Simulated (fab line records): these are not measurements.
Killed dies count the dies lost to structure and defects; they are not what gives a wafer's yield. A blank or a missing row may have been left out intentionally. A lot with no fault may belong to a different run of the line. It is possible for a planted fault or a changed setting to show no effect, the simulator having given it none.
Which tool did it? || flow nand-harc || 11 lots, 33 wafers sampled, at 5 steps of a route of 1159

WHAT THE GAUGES SHOWED, per wafer
NHARC_END_SORT_01.
{"lot": "L331", "measured": "day 21 20:15", "on": "prober-02", "killed-at-array": "674 674 676"}
{"lot": "L332", "measured": "day 22 02:26", "on": "prober-02", "killed-at-array": "674 675 675"}
{"lot": "L333", "measured": "day 21 22:43", "on": "prober-01", "killed-at-array": "674 672 672"}
{"lot": "L343", "measured": "day 25 10:22", "on": "prober-02", "killed-at-array": "43 42 39"}
{"lot": "L344", "measured": "day 25 01:59", "on": "prober-01", "killed-at-array": "34 38 37"}
{"lot": "L342", "measured": "day 25 01:49", "on": "prober-02", "killed-at-array": "44 41 54"}
{"lot": "L345", "measured": "day 25 18:10", "on": "prober-02", "killed-at-array": "32 36 30"}
{"lot": "L341", "measured": "day 25 10:31", "on": "prober-01", "killed-at-array": "24 30 30"}

EACH LOT AND THE TOOL THAT RAN IT (in order: tool; ch and the chambers of the sampled wafers; start)
{"lot": "L322", "NHARC_A_SGD_CUT_CMP_21": "cmp-03 ch 0,1,3, day 13 13:34", "NHARC_A_SLIT_DESCUM_14": "rie-diel-12 ch 0,1,3, day 13 20:03", "NHARC_A_SLIT_ETCH_17": "har-etch-02 ch 0,1, day 14 00:56", "NHARC_A_SLIT_ETCH_26": "har-etch-02 ch 0,1, day 14 02:23"}
{"lot": "L324", "NHARC_A_SGD_CUT_CMP_21": "cmp-02 ch 1,2,3, day 14 17:15", "NHARC_A_SLIT_DESCUM_14": "rie-diel-10 ch 1,2,3, day 14 21:28", "NHARC_A_SLIT_ETCH_17": "har-etch-01 ch 0,1, day 14 22:14", "NHARC_A_SLIT_ETCH_26": "har-etch-01 ch 0,1, day 14 23:42"}
{"lot": "L329", "NHARC_A_SGD_CUT_CMP_21": "cmp-03 ch 1,2, day 16 02:13", "NHARC_A_SLIT_DESCUM_14": "rie-diel-12 ch 0,3, day 16 11:14", "NHARC_A_SLIT_ETCH_17": "har-etch-02 ch 0,1, day 16 13:16", "NHARC_A_SLIT_ETCH_26": "har-etch-02 ch 0,1, day 16 14:45"}
{"lot": "L331", "NHARC_A_SGD_CUT_CMP_21": "cmp-03 ch 1,2, day 16 15:52", "NHARC_A_SLIT_DESCUM_14": "rie-diel-08 ch 0,1, day 16 22:49", "NHARC_A_SLIT_ETCH_17": "har-etch-01 ch 0,1, day 17 00:04", "NHARC_A_SLIT_ETCH_26": "har-etch-01 ch 0,1, day 17 01:07"}
{"lot": "L332", "NHARC_A_SGD_CUT_CMP_21": "cmp-04 ch 1,2,3, day 16 15:55", "NHARC_A_SLIT_DESCUM_14": "rie-diel-10 ch 1,2,3, day 16 22:21", "NHARC_A_SLIT_ETCH_17": "har-etch-02 ch 0,1, day 16 23:05", "NHARC_A_SLIT_ETCH_26": "har-etch-02 ch 0,1, day 17 00:34"}
{"lot": "L333", "NHARC_A_SGD_CUT_CMP_21": "cmp-04 ch 0,2,3, day 16 20:35", "NHARC_A_SLIT_DESCUM_14": "rie-diel-10 ch 0,1,3, day 17 03:36", "NHARC_A_SLIT_ETCH_17": "har-etch-02 ch 0,1, day 17 04:22", "NHARC_A_SLIT_ETCH_26": "har-etch-02 ch 0,1, day 17 05:52"}
{"lot": "L343", "NHARC_A_SGD_CUT_CMP_21": "cmp-03 ch 0,2,3, day 19 03:35", "NHARC_A_SLIT_DESCUM_14": "rie-diel-08 ch 1,3, day 19 09:30", "NHARC_A_SLIT_ETCH_17": "har-etch-02 ch 0,1, day 19 14:35", "NHARC_A_SLIT_ETCH_26": "har-etch-02 ch 0,1, day 19 16:05"}
{"lot": "L344", "NHARC_A_SGD_CUT_CMP_21": "cmp-02 ch 0,2, day 19 03:35", "NHARC_A_SLIT_DESCUM_14": "rie-diel-10 ch 2,3, day 19 10:30", "NHARC_A_SLIT_ETCH_17": "har-etch-02 ch 0,1, day 19 16:31", "NHARC_A_SLIT_ETCH_26": "har-etch-02 ch 0,1, day 19 17:47"}
{"lot": "L342", "NHARC_A_SGD_CUT_CMP_21": "cmp-04 ch 2,3, day 19 03:37", "NHARC_A_SLIT_DESCUM_14": "rie-diel-10 ch 1,3, day 19 09:21", "NHARC_A_SLIT_ETCH_17": "har-etch-02 ch 0, day 19 13:11", "NHARC_A_SLIT_ETCH_26": "har-etch-02 ch 0, day 19 14:26"}
{"lot": "L345", "NHARC_A_SGD_CUT_CMP_21": "cmp-04 ch 1,2,3, day 19 03:44", "NHARC_A_SLIT_DESCUM_14": "rie-diel-10 ch 0,1,2, day 19 11:29", "NHARC_A_SLIT_ETCH_17": "har-etch-02 ch 0,1, day 19 17:56", "NHARC_A_SLIT_ETCH_26": "har-etch-02 ch 0,1, day 19 19:27"}
{"lot": "L341", "NHARC_A_SGD_CUT_CMP_21": "cmp-03 ch 0,2,3, day 19 03:47", "NHARC_A_SLIT_DESCUM_14": "rie-diel-08 ch 2,3, day 19 11:20", "NHARC_A_SLIT_ETCH_17": "har-etch-01 ch 0,1, day 19 17:01", "NHARC_A_SLIT_ETCH_26": "har-etch-01 ch 0,1, day 19 18:31"}
- NHARC_A_SGD_CUT_CMP_21: polishes, target thk 148.19 nm.
- NHARC_A_SLIT_DESCUM_14: chemistry O2, time 3 s.
- NHARC_A_SLIT_ETCH_17: etches the open film in C4F8/O2/Ar, time 1687.5 s, target depth 10100 nm.
- NHARC_A_SLIT_ETCH_26: etches the open film in C4F8/O2/Ar, time 90 s, target depth 400 nm.

THE ANSWER, worked out from the rows above alone
Rule: usual is defined by the lots themselves. Put in order of their means at a reading, lots are off if they are a third of the lots or fewer, leave a main group of 4 or more, and stand apart from it by a gap of 3 or more times the standard deviation of the main group's means; of several such gaps the widest counts. A main group whose means are all the same, to the digits that the tables above print for the reading, isn't used. Also off: a lot with no number at a reading for which 4 or more lots have one. The other lots that the step has rows for count as sound.
No lot is off on any of the readings shown, so nothing can be concluded from this.

WHAT THE SIMULATOR HAD PUT IN
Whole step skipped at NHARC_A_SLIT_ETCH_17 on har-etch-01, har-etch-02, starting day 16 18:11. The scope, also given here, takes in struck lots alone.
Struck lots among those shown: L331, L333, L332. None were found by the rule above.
